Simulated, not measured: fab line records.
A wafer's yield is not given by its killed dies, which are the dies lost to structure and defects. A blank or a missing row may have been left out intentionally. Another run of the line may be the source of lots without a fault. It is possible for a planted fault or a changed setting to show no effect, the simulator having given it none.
Which tool did it? + flow n5-finfet + 10 lots with 30 wafers sampled at 5 steps, on a route of 1938 steps

== WHAT THE GAUGES READ, wafer by wafer ==
N5_SPACER0_INSPECT_04: inspects for defects (darkfield). Usual: 128 for raw-defect-count, sd 28.
| lot  | measured    | on                | raw-defect-count | flag |
|------|-------------|-------------------|------------------|------|
| L320 | day 3 16:19 | defect-inspect-01 | 119 101 86       |      |
| L323 | day 4 11:23 | defect-inspect-02 | 129 159 124      |      |
| L325 | day 4 21:29 | defect-inspect-02 | 105 119 153      |      |
| L326 | day 5 00:37 | defect-inspect-02 | 97 127 88        |      |
| L329 | day 6 01:49 | defect-inspect-01 | 148 139 152      |      |
| L330 | day 6 02:07 | defect-inspect-02 | 133 133 87       |      |
| L332 | day 6 13:10 | defect-inspect-02 | 150 89 157       |      |
| L333 | day 6 18:17 | defect-inspect-02 | 160 179 148      |      |
| L335 | day 7 06:03 | defect-inspect-02 | 124 158 142      |      |
| L341 | day 8 17:50 | defect-inspect-02 | 106 111 135      |      |

N5_SD_EPI_N_EPI_MEAS_23. Usual: 59.3 nm for thk-nm, sd 1.1.
| lot  | measured    | on            | thk-nm (nm)    | flag |
|------|-------------|---------------|----------------|------|
| L320 | day 3 21:06 | film-metro-02 | 59.6 57.7 58.2 |      |
| L323 | day 4 16:59 | film-metro-02 | 58.4 60.3 60.3 |      |
| L325 | day 5 01:26 | film-metro-02 | 58.3 59.0 58.4 |      |
| L326 | day 5 06:15 | film-metro-02 | 59.9 58.7 59.3 |      |
| L329 | day 6 07:18 | film-metro-01 | 58.1 58.6 59.0 |      |
| L330 | day 6 07:08 | film-metro-02 | 60.8 60.3 60.2 |      |
| L332 | day 6 18:47 | film-metro-02 | 60.9 57.4 59.4 |      |
| L333 | day 7 01:49 | film-metro-01 | 59.2 60.9 60.2 |      |
| L335 | day 7 09:49 | film-metro-02 | 57.8 57.4 59.2 |      |
| L341 | day 8 22:42 | film-metro-02 | 59.9 59.3 57.4 |      |

N5_BEOL_M4_RC_MEAS_101. Usual: DIBL_N 36.4 mV/V, standard deviation 1.5; DIBL_P 36.6 mV/V, standard deviation 1.9; IOFF_N 0.155 nA/um, standard deviation 0.021; IOFF_P 0.211 nA/um, standard deviation 0.028; ION_N 671 uA/um, standard deviation 8.6; ION_P 462 uA/um, standard deviation 5.8; SS_N 71.5 mV/dec, standard deviation 0.5; SS_P 73.4 mV/dec, standard deviation 0.58; VT_N 250.1 mV, standard deviation 2.4; VT_P -250.1 mV, standard deviation 3.
| lot  | measured     | on        | DIBL_N (mV/V)  | DIBL_P (mV/V)  | IOFF_N (nA/um)    | IOFF_P (nA/um)    | ION_N (uA/um) | ION_P (uA/um) | SS_N (mV/dec)  | SS_P (mV/dec)  | VT_N (mV)         | VT_P (mV)            | flag |
|------|--------------|-----------|----------------|----------------|-------------------|-------------------|---------------|---------------|----------------|----------------|-------------------|----------------------|------|
| L320 | day 8 10:45  | prober-01 | 36.4 36.8 36.8 | 37.3 37.6 38.0 | 0.155 0.159 0.158 | 0.241 0.256 0.251 | 671 664 675   | 472 466 469   | 71.1 70.7 71.4 | 73.9 73.5 74.1 | 248.2 248.4 250.2 | -247.0 -247.3 -246.1 |      |
| L323 | day 8 22:37  | prober-01 | 34.9 34.0 33.9 | 34.8 33.9 33.5 | 0.137 0.129 0.126 | 0.224 0.204 0.202 | 657 661 660   | 464 463 466   | 70.6 70.9 71.0 | 72.8 72.6 72.7 | 254.1 256.0 249.6 | -246.3 -251.0 -251.1 |      |
| L325 | day 9 16:14  | prober-01 | 37.1 36.5 36.7 | 38.8 37.6 38.3 | 0.171 0.168 0.163 | 0.237 0.222 0.237 | 675 674 675   | 466 463 464   | 72.0 71.3 71.5 | 73.4 73.5 73.5 | 248.3 247.9 249.0 | -246.5 -247.4 -246.5 |      |
| L326 | day 9 22:48  | prober-01 | 35.8 37.2 34.7 | 36.1 38.0 35.6 | 0.159 0.187 0.134 | 0.205 0.236 0.195 | 677 683 658   | 461 462 456   | 71.3 71.7 70.5 | 73.3 73.5 73.3 | 249.3 245.6 251.4 | -251.5 -248.7 -252.2 |      |
| L329 | day 10 21:17 | prober-02 | 38.7 37.9 35.8 | 38.5 37.2 34.8 | 0.179 0.162 0.128 | 0.225 0.197 0.170 | 667 675 660   | 459 458 449   | 71.6 72.3 71.3 | 74.1 73.1 73.0 | 249.6 250.2 255.4 | -251.0 -252.6 -253.6 |      |
| L330 | day 10 20:49 | prober-01 | 34.5 38.3 37.3 | 32.8 37.4 35.7 | 0.128 0.196 0.183 | 0.193 0.279 0.255 | 666 681 686   | 461 475 479   | 70.5 71.3 72.2 | 73.8 73.9 73.6 | 250.2 242.4 245.2 | -249.4 -240.7 -242.6 |      |
| L332 | day 11 04:29 | prober-02 | 36.9 36.0 34.8 | 36.7 35.0 33.6 | 0.175 0.158 0.136 | 0.236 0.202 0.183 | 675 670 655   | 459 460 455   | 70.7 71.4 71.3 | 73.8 73.5 72.8 | 246.6 248.5 252.5 | -248.5 -249.7 -252.3 |      |
| L333 | day 11 13:08 | prober-02 | 36.7 37.1 37.5 | 36.3 36.5 38.4 | 0.153 0.157 0.169 | 0.211 0.212 0.252 | 667 678 690   | 461 467 474   | 71.8 71.4 71.5 | 73.5 73.0 74.4 | 250.2 248.7 245.7 | -251.3 -250.3 -248.6 |      |
| L335 | day 12 04:40 | prober-01 | 37.4 37.3 37.6 | 37.4 37.3 37.9 | 0.165 0.157 0.167 | 0.216 0.215 0.225 | 673 661 669   | 456 459 466   | 72.4 72.3 71.7 | 73.7 73.1 73.4 | 249.8 250.2 250.1 | -250.1 -250.8 -247.8 |      |
| L341 | day 13 20:34 | prober-02 | 37.5 36.8 38.2 | 37.3 37.3 38.1 | 0.160 0.155 0.175 | 0.168 0.173 0.183 | 675 675 691   | 452 458 461   | 72.1 70.9 71.8 | 73.6 73.6 73.1 | 248.8 248.2 247.3 | -257.4 -256.5 -256.1 |      |

== WHAT TOOL EACH LOT RAN ON (gives the tool, then ch and the chambers of the sampled wafers, and finally the start) ==
| lot  | N5_SD_EPI_N_LINER_46             | N5_SD_EPI_P_ETCH_36               |
|------|----------------------------------|-----------------------------------|
| L320 | ald-sin-03 ch 0,2,3, day 3 21:32 | rie-diel-03 ch 1,2,3, day 3 22:19 |
| L323 | ald-sin-02 ch 0,1,2, day 4 17:17 | rie-diel-03 ch 0,1,2, day 4 18:03 |
| L325 | ald-sin-02 ch 0,2,3, day 5 02:20 | rie-diel-03 ch 0,1,3, day 5 03:12 |
| L326 | ald-sin-02 ch 0,1,3, day 5 06:34 | rie-diel-02 ch 2,3, day 5 07:30   |
| L329 | ald-sin-01 ch 1,3, day 6 07:40   | rie-diel-02 ch 1,3, day 6 08:46   |
| L330 | ald-sin-01 ch 0,1,3, day 6 07:26 | rie-diel-03 ch 0,1,2, day 6 08:26 |
| L332 | ald-sin-01 ch 0,2,3, day 6 19:06 | rie-diel-03 ch 0,2,3, day 6 19:52 |
| L333 | ald-sin-02 ch 0,1,2, day 7 02:07 | rie-diel-02 ch 0,3, day 7 02:53   |
| L335 | ald-sin-03 ch 2,3, day 7 10:36   | rie-diel-03 ch 1,3, day 7 11:22   |
| L341 | ald-sin-01 ch 1,3, day 8 23:01   | rie-diel-05 ch 0,1,2, day 8 23:41 |
- N5_SD_EPI_N_LINER_46: material SiNx, target thk 3 nm.
- N5_SD_EPI_P_ETCH_36: etches SiARC in CF4, target depth 45.5 nm, time 75.8 s.

== AS READ BY THE TOOLS THEMSELVES (means over the sampled wafers that have a number; for cases with no such wafer, the mark the record gives instead) ==
N5_SD_EPI_N_LINER_46. Usual: 858 W for heater-power-w, sd 83.
| lot  | tool       | heater-power-w (W) | flag |
|------|------------|--------------------|------|
| L320 | ald-sin-03 | 767                |      |
| L323 | ald-sin-02 | 866                |      |
| L325 | ald-sin-02 | 912                |      |
| L326 | ald-sin-02 | 914                |      |
| L329 | ald-sin-01 | 812                |      |
| L330 | ald-sin-01 | 888                |      |
| L332 | ald-sin-01 | 850                |      |
| L333 | ald-sin-02 | 865                |      |
| L335 | ald-sin-03 | 803                |      |
| L341 | ald-sin-01 | 810                |      |

N5_SD_EPI_P_ETCH_36. Usual: value, then standard deviation, for each; bias-w 35.99 W / 0.12; drypump-motor-current-A 5.5 A / 0.43; etch-rf-on-time-s 75.5 s / 0.98; oes-product-au 0.67 a.u. / 0.072; rf-vpp-V 184.4 V / 1.2; showerhead-plenum-p-Torr 2.16 Torr / 0.054; throttle-valve-pct 15.56 % / 0.24.
| lot  | tool        | bias-w (W) | drypump-motor-current-A (A) | etch-rf-on-time-s (s) | oes-product-au (a.u.) | rf-vpp-V (V) | showerhead-plenum-p-Torr (Torr) | throttle-valve-pct (%) | flag |
|------|-------------|------------|-----------------------------|-----------------------|-----------------------|--------------|---------------------------------|------------------------|------|
| L320 | rie-diel-03 | 36.04      | 5.2                         | 74.9                  | 0.65                  | 184.5        | 2.17                            | 15.62                  |      |
| L323 | rie-diel-03 | 35.94      | 5.2                         | 75.1                  | 0.68                  | 183.6        | 2.18                            | 15.58                  |      |
| L325 | rie-diel-03 | 35.93      | 5.4                         | 75.4                  | 0.69                  | 184.4        | 2.16                            | 15.48                  |      |
| L326 | rie-diel-02 | 35.86      | 5.6                         | 75.9                  | 0.66                  | 185.1        | 2.20                            | 15.65                  |      |
| L329 | rie-diel-02 | 36.00      | 5.5                         | 75.8                  | 0.73                  | 184.5        | 2.20                            | 15.39                  |      |
| L330 | rie-diel-03 | 35.93      | 5.2                         | 75.1                  | 0.67                  | 184.6        | 2.17                            | 15.58                  |      |
| L332 | rie-diel-03 | 37.80      | 5.2                         | 74.6                  | 0.64                  | 189.5        | 2.16                            | 15.66                  | OFF  |
| L333 | rie-diel-02 | 36.09      | 5.9                         | 75.5                  | 0.74                  | 185.0        | 2.26                            | 15.26                  |      |
| L335 | rie-diel-03 | 37.67      | 5.5                         | 73.8                  | 0.68                  | 188.8        | 2.15                            | 15.51                  | OFF  |
| L341 | rie-diel-05 | 35.92      | 5.9                         | 77.2                  | 0.59                  | 184.2        | 2.12                            | 15.82                  |      |

== THE ANSWER, worked out from the rows above alone ==
Rule: take the mean of a lot's wafers that have a number; if it is more than 3 standard deviations from the usual mean, the lot is off. Also off: a lot with no number at a reading for which 4 or more lots have one. All remaining lots with rows at the step are treated as sound. First the gauges in route order, then the tools' own readings, where a lot's mean is used as printed above. At the first step where some lot is off, the reading lying furthest off is the one used; lots without a number count as furthest.
Off, at N5_SD_EPI_P_ETCH_36 on bias-w: L332, L335.
A tool fits if, at that step or a process step before it, it ran every lot that is off, and no sound lot after the first of them. One candidate fits, namely rie-diel-03 at N5_SD_EPI_P_ETCH_36. A fault onset in the window from L330 (day 6 08:26, its last sound lot) to L332 (day 6 19:52, its first lot off) fits.
The tool's own readings at N5_SD_EPI_P_ETCH_36 bear it out: on the lots that are off they differ by more than 5 times the standard deviation of the sound lots' means. bias-w reads 37.73 W there against 35.96 W on the sound lots; rf-vpp-V reads 189.2 V there against 184.5 V on the sound lots.

== WHAT HAD BEEN PUT IN BY THE SIMULATOR ==
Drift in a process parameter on rie-diel-03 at N5_SD_EPI_P_ETCH_36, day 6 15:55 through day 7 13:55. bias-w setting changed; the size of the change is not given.
Lots struck among those shown: L332, L335. Same finding as the rule above.
